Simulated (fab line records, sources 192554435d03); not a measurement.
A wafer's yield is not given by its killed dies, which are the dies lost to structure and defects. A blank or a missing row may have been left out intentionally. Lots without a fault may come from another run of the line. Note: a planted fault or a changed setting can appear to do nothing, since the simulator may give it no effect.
Chamber matching :: flow n5-finfet :: ald-sin-04 running N5_STI_FIN_REVEAL_ALD_14: 4 sister chambers
The step deposits Si3N4, target thk 3 nm. 8 wafers are shown with their chamber, then 8 later ones without.

WAFERS PAIRED WITH THEIR CHAMBERS
wafer: L077.6
chamber: 0
heater-power-w (W): 647

wafer: L079.2
chamber: 0
heater-power-w (W): 648

wafer: L084.6
chamber: 2
heater-power-w (W): 768

wafer: L085.6
chamber: 2
heater-power-w (W): 751

wafer: L087.3
chamber: 1
heater-power-w (W): 827

wafer: L087.4
chamber: 3
heater-power-w (W): 771

wafer: L087.5
chamber: 3
heater-power-w (W): 816

wafer: L088.1
chamber: 1
heater-power-w (W): 803

WAFERS MISSING THEIR CHAMBER
wafer: L088.3
heater-power-w (W): 750

wafer: L088.4
heater-power-w (W): 801

wafer: L090.1
heater-power-w (W): 649

wafer: L090.3
heater-power-w (W): 803

wafer: L090.5
heater-power-w (W): 770

wafer: L093.2
heater-power-w (W): 804

wafer: L093.4
heater-power-w (W): 822

wafer: L093.6
heater-power-w (W): 757

THE CHAMBER EACH PASSED THROUGH
wafer: L088.3
from the rows above: can't be placed: 2 or 3
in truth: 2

wafer: L088.4
from the rows above: can't be placed: 3 or 1 or 2
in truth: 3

wafer: L090.1
from the rows above: 0
in truth: 0

wafer: L090.3
from the rows above: can't be placed: 3 or 1 or 2
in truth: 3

wafer: L090.5
from the rows above: can't be placed: 2 or 3 or 1
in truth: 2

wafer: L093.2
from the rows above: can't be placed: 3 or 1 or 2
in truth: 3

wafer: L093.4
from the rows above: can't be placed: 1 or 3
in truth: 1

wafer: L093.6
from the rows above: can't be placed: 2 or 3
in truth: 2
1 of 8 placed correctly. Not placeable from these rows: 7 (in 7, the candidates include the true chamber). Wrongly placed: 0.
How it was worked out, from the rows above alone: a wafer's distance from a chamber is the root of the sum, over the readings, of the square of ((its reading less the chamber's mean) divided by the reading's scatter). If the next closest chamber is less than 2 further off than the closest, the wafer can't be placed; otherwise it belongs to the closest. For every chamber, the mean is computed from those of its wafers that are shown. How the scatter is found: for the shown wafers, subtract from each reading the mean of its chamber, square and add these, divide the total by (wafers less chambers), then take the root.
